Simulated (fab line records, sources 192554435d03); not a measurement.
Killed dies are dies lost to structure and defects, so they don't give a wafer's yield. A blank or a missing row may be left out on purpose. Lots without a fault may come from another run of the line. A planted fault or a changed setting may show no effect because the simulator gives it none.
fab line records | flow n5_finfet | part 2 of 2: steps 26 to 33 of 33
record lots=5 wafers=15 last_day=16
route steps=1938 shown WELL_APT@44 PMOS_HMC_CHANNEL_EPI@57
lots that met no fault: from a run of the same line without faults
start_h: hours from the record's first day to the start of the lot's first wafer shown | wait_h: hours since the lot's step before | " the same as in the row above | L1.1+2: a row that stands for several wafers | - no value, or no start given | * or withheld: withheld | < > ~ a bound
route shown NAME@n: a module of which the file shows steps, and the number in the route of the first | usual: mean/standard deviation of fault-free wafers | same: alike in all rows | chamber/n: place in a boat | sites: the reading at each site | _std_site: their standard deviation | _edge_site: outer sites' mean less inner sites' | radius_mm: how far each site lies from the wafer's centre | mask NAME#n: copy n | behind: the tool/chamber that last shaped the wafer | hold: why the lot was held/for how many hours/how that ended | device: the transistor (n, p or np) that didn't switch | end of line: the same wafers' tests at the end of the route | a step without rows: its recipe alone | killed: dies lost to structure and defects at the first sort, not the wafer's yield | map: a wafer's dies, x killed, . not, _ none there
set.NAME: the setting as run; set.NAME@STEP: as run at that earlier step | model.NAME: the simulator's own value behind a step, which no gauge read
lots at some steps of the route; a table a step, a row a wafer
services: from which hour (start_h, from the record's first day; less than 0 if before it) a tool's chamber was out of use, for how many hours, and why
## steps
# step N5_PMOS_HMC_CHANNEL_EPI_ETCH_32
# recipe chemistry=N2/H2 target=BARC stop_on=SiO2 target_depth_a=858 over_etch_frac=0.3 time_s=50.3 ion_energy_ev=200 mask_material=CAR-ArF-block pressure_mtorr=30 source_w=840 bias_w=150 n2_flow_sccm=200 h2_flow_sccm=200
# usual drypump_motor_current_A=5.6/0.53 oes_product_au=0.64/0.058 rf_vpp_V=523.3/2.6 showerhead_plenum_p_Torr=2.52/0.083 throttle_valve_pct=17.8/0.31
# columns lot.wafer tool chamber start_h wait_h drypump_motor_current_A oes_product_au rf_hours_counter_h rf_vpp_V showerhead_plenum_p_Torr throttle_valve_pct
L083.3 rie_diel-05 3 72.25 0.0 5.0 0.60 216 522.1 2.51 17.6
L083.4 " 2 " " 5.7 0.58 206 526.4 2.62 17.4
L083.6 " 2 " " 5.7 0.59 - 526.4 2.62 17.4
L087.1 rie_diel-04 2 96.19 0.0 6.3 0.62 193 522.9 2.53 18.2
L087.2 " 3 " " 6.1 0.67 101 520.5 2.46 17.8
L087.5 " 0 " " 5.1 0.62 - 521.0 2.42 17.7
L088.1 rie_diel-03 0 101.60 0.0 5.6 0.61 217 523.6 2.50 18.0
L088.2 " 3 " " 5.4 0.60 232 522.7 2.51 18.2
L088.4 " 2 " " 6.6 0.68 129 528.0 2.64 17.6
L090.1 rie_diel-03 0 114.69 0.0 5.7 0.59 221 522.3 2.50 18.0
L090.2 " 2 " " 6.6 0.66 133 527.0 2.64 17.6
L090.4 " 3 " " 5.4 0.60 236 522.0 2.50 18.2
L091.2 rie_diel-05 2 119.72 0.0 5.7 0.58 220 526.2 2.61 17.4
L091.3 " 0 " " 5.5 0.79 23 526.7 2.58 17.1
L091.6 " 0 " " 5.6 0.79 - 526.0 2.58 17.1
# step N5_PMOS_HMC_CHANNEL_EPI_HM_OPEN_15
# recipe chemistry=CHF3/O2 target=SiO2 mask_material=CAR-ArF-block target_depth_a=406 CHF3_flow_sccm=50 O2_flow_sccm=5 Ar_flow_sccm=200 time_s=20.3 pressure_mtorr=30 source_w=650 bias_w=170 ion_energy_ev=200
# usual drypump_motor_current_A=5.6/0.53 oes_product_au=0.75/0.07 rf_vpp_V=516/9.6 showerhead_plenum_p_Torr=2.39/0.078 throttle_valve_pct=18.80/0.22
# columns lot.wafer tool chamber start_h wait_h drypump_motor_current_A oes_product_au rf_hours_counter_h rf_vpp_V showerhead_plenum_p_Torr throttle_valve_pct
L083.3 rie_diel-05 3 72.29 0.0 5.0 0.71 216 508 2.37 18.57
L083.4 " 2 " " 5.7 0.68 206 523 2.49 18.55
L083.6 " 2 " " 5.7 0.69 - 523 2.49 18.58
L087.1 rie_diel-04 2 96.23 0.0 6.3 0.73 193 506 2.38 19.09
L087.2 " 3 " " 6.1 0.80 101 507 2.32 18.82
L087.5 " 0 " " 5.1 0.73 - 532 2.29 18.69
L088.1 rie_diel-03 0 101.64 0.0 5.6 0.71 217 512 2.37 19.02
L088.2 " 3 " " 5.4 0.70 232 513 2.38 19.18
L088.4 " 2 " " 6.6 0.79 129 528 2.50 18.74
L090.1 rie_diel-03 0 114.74 0.0 5.7 0.71 221 510 2.37 19.02
L090.2 " 2 " " 6.6 0.78 133 529 2.50 18.78
L090.4 " 3 " " 5.4 0.70 236 514 2.38 19.20
L091.2 rie_diel-05 2 119.76 0.0 5.7 0.67 220 522 2.48 18.58
L091.3 " 0 " " 5.5 0.92 23 523 2.46 18.31
L091.6 " 0 " " 5.5 0.93 - 523 2.46 18.34
# step N5_PMOS_HMC_CHANNEL_EPI_STRIP_33
# recipe chemistry=N2/H2 power_w=500 temp_c=40 pressure_mtorr=50 rf_frequency_hz=6e+07 overash_fraction=0.3 bias_power_w=8 h2_frac=0.5 n2_flow_sccm=300 h2_flow_sccm=300
# usual drypump_motor_current_A=5.6/0.54 oes_product_au=0.75/0.072 power_w=499.9/1.4 rf_vpp_V=54.1/1.5 showerhead_plenum_p_Torr=3.33/0.11 throttle_valve_pct=18.9/0.5
# columns lot.wafer tool chamber start_h wait_h drypump_motor_current_A oes_product_au power_w rf_hours_counter_h rf_vpp_V showerhead_plenum_p_Torr throttle_valve_pct
L083.3 rie_diel-05 3 72.35 0.0 5.0 0.68 497.2 216 53.4 3.31 18.5
L083.4 " 2 " " 5.7 0.67 499.8 206 58.2 3.45 18.2
L083.6 " 2 " " 5.7 0.69 497.8 - 56.7 3.45 18.2
L087.1 rie_diel-04 2 96.29 0.0 6.3 0.71 499.2 193 56.0 3.34 19.5
L087.2 " 3 " " 6.1 0.79 499.4 101 54.5 3.25 18.7
L087.5 " 0 " " 5.1 0.73 499.4 - 54.0 3.20 18.8
L088.1 rie_diel-03 0 101.69 0.0 5.7 0.69 499.0 217 54.3 3.31 19.3
L088.2 " 3 " " 5.4 0.70 499.9 232 52.9 3.31 19.5
L088.4 " 2 " " 6.6 0.80 502.3 129 56.6 3.48 18.6
L090.1 rie_diel-03 0 114.79 0.0 5.7 0.70 500.5 221 54.8 3.31 19.3
L090.2 " 2 " " 6.6 0.78 500.9 133 52.8 3.48 18.6
L090.4 " 3 " " 5.5 0.70 500.1 236 55.3 3.31 19.4
L091.2 rie_diel-05 2 119.81 0.0 5.7 0.69 498.4 220 53.9 3.44 18.2
L091.3 " 0 " " 5.5 0.95 499.9 23 56.5 3.41 17.9
L091.6 " 0 " " 5.5 0.94 498.1 - 53.8 3.41 17.9
# step N5_PMOS_HMC_CHANNEL_EPI_STRIP_17
# recipe chemistry=SPM time_s=750 temp_c=130 h2so4_h2o2_vol_ratio=4 dry=ipa_marangoni
# columns lot.wafer tool chamber start_h wait_h
L083.3+4+6 wet_bench-03 2,7,1 72.42 -
L087.1+2+5 wet_bench-03 7,1,0 96.35 -
L088.1+2+4 wet_bench-05 7,4,5 101.76 -
L090.1+2+4 wet_bench-04 4,3,1 114.86 -
L091.2+3+6 wet_bench-03 7,2,3 119.88 -
# step N5_PMOS_HMC_CHANNEL_EPI_ETCH_38
# recipe chemistry=CF4 target=SiO2 target_depth_a=15 ion_energy_ev=350 pressure_mtorr=10 icp_w=800 bias_w=400 cf4_flow_sccm=80
# usual drypump_motor_current_A=5.9/0.4 oes_product_au=0.996/0.02 throttle_valve_pct=21.75/0.26
# columns lot.wafer tool chamber start_h wait_h drypump_motor_current_A oes_product_au rf_hours_counter_h throttle_valve_pct
L083.3 rie_si-05 2 72.65 0.0 6.4 0.997 168 22.32
L083.4 " 3 " " 5.7 0.964 185 21.76
L083.6 " 0 " " 5.8 1.000 - 21.43
L087.1 rie_si-06 0 96.61 0.0 6.1 1.011 75 21.57
L087.2 " 2 " " 5.6 0.975 196 21.74
L087.5 " 1 " " 6.0 0.996 - 21.82
L088.1 rie_si-05 1 102.00 0.0 5.9 1.039 8 21.46
L088.2 " 2 " " 6.4 0.992 169 22.35
L088.4 " 0 " " 5.8 1.010 23 21.43
L090.1 rie_si-06 0 115.35 0.0 6.1 1.002 76 21.56
L090.2 " 2 " " 5.6 0.982 196 21.74
L090.4 " 1 " " 6.1 0.992 17 21.81
L091.2 rie_si-06 2 120.12 0.0 5.7 0.995 196 21.75
L091.3 " 0 " " 6.1 1.012 76 21.57
L091.6 " 2 " " 5.7 0.994 - 21.76
# step N5_PMOS_HMC_CHANNEL_EPI_FIN_RECESS_16
# recipe chemistry=HBr/Cl2 target=Si mask_material=SiO2 target_depth_a=540 time_s=18 pressure_mtorr=10 icp_w=800 bias_w=75 HBr_flow_sccm=150 Cl2_flow_sccm=80
# usual drypump_motor_current_A=5.9/0.4 mfc_cl2_sccm=79.97/0.24 oes_product_au=0.998/0.016 throttle_valve_pct=35.4/0.38
# columns lot.wafer tool chamber start_h wait_h drypump_motor_current_A mfc_cl2_sccm oes_product_au rf_hours_counter_h throttle_valve_pct
L083.3 rie_si-05 2 72.67 0.0 6.4 79.96 0.995 168 36.1
L083.4 " 3 " " 5.7 80.47 0.971 185 35.3
L083.6 " 0 " " 5.8 79.90 1.000 - 35.2
L087.1 rie_si-06 0 96.63 0.0 6.1 80.16 1.003 75 35.0
L087.2 " 2 " " 5.6 79.95 0.987 196 35.6
L087.5 " 1 " " 6.1 80.34 1.002 - 35.7
L088.1 rie_si-05 1 102.02 0.0 5.8 79.65 1.029 8 34.9
L088.2 " 2 " " 6.4 79.87 0.995 169 36.2
L088.4 " 0 " " 5.9 79.83 1.005 23 35.2
L090.1 rie_si-06 0 115.37 0.0 6.1 79.72 1.011 76 35.0
L090.2 " 2 " " 5.7 79.85 0.990 196 35.6
L090.4 " 1 " " 6.1 79.36 1.011 17 35.7
L091.2 rie_si-06 2 120.14 0.0 5.6 80.07 0.994 197 35.6
L091.3 " 0 " " 6.1 79.69 1.005 76 35.0
L091.6 " 2 " " 5.6 80.16 0.994 - 35.6
# step N5_PMOS_HMC_CHANNEL_EPI_PRECLEAN_36
# recipe chemistry=O3/DIW time_s=45 temp_c=22 o3_ppm=10
# columns lot.wafer tool chamber start_h wait_h
L083.3+4+6 wet_bench-05 2,1,3 72.77 0.1
L087.1+2+5 wet_bench-03 7,5,6 96.73 0.1
L088.1+2+4 wet_bench-04 3,2,4 102.11 0.1
L090.1+2+4 wet_bench-03 4,3,1 115.46 0.1
L091.2+3+6 wet_bench-05 3,4,6 120.24 0.1
# step N5_PMOS_HMC_CHANNEL_EPI_PRECLEAN_18
# recipe chemistry=DHF time_s=30 temp_c=25 dilution=withheld
# columns lot.wafer tool chamber start_h wait_h
L083.3+4+6 wet_bench-05 2,1,3 72.78 0.0
L087.1+2+5 wet_bench-03 7,5,6 96.74 0.0
L088.1+2+4 wet_bench-04 3,2,4 102.13 0.0
L090.1+2+4 wet_bench-03 4,3,1 115.48 0.0
L091.2+3+6 wet_bench-05 3,4,6 120.25 0.0
## services
# columns tool chamber start_h hours kind
pecvd-01 - 51.89 6.0 pm
rie_diel-04 1 53.11 2.4 repair
pecvd-03 - 57.00 6.0 pm
arfi_scanner-01 - 59.23 0.9 repair
rie_diel-01 3 59.68 14.2 repair
pecvd-03 - 63.00 2.8 pm
rie_diel-01 - 68.27 2.8 pm
rie_diel-02 1 68.50 2.2 repair
rie_diel-06 0 68.51 6.8 repair
wet_bench-03 - 72.72 1.0 repair
pecvd-01 - 73.06 0.9 repair
arfi_scanner-03 - 77.94 5.0 pm
rie_diel-06 2 83.58 4.7 repair
arfi_scanner-03 - 87.68 1.9 repair
arfi_scanner-01 - 91.11 4.9 pm
rie_diel-02 2 92.12 3.4 repair
arfi_scanner-02 - 93.10 3.7 repair
litho_track-05 - 96.45 - consumable_replace:filter
arfi_scanner-03 - 96.83 1.0 pm
arfi_scanner-01 - 97.00 1.0 pm
rie_diel-06 - 104.51 28.1 pm
arfi_scanner-01 - 113.63 1.2 repair
rie_si-06 3 118.00 4.1 repair
arfi_scanner-01 - 120.18 0.8 pm
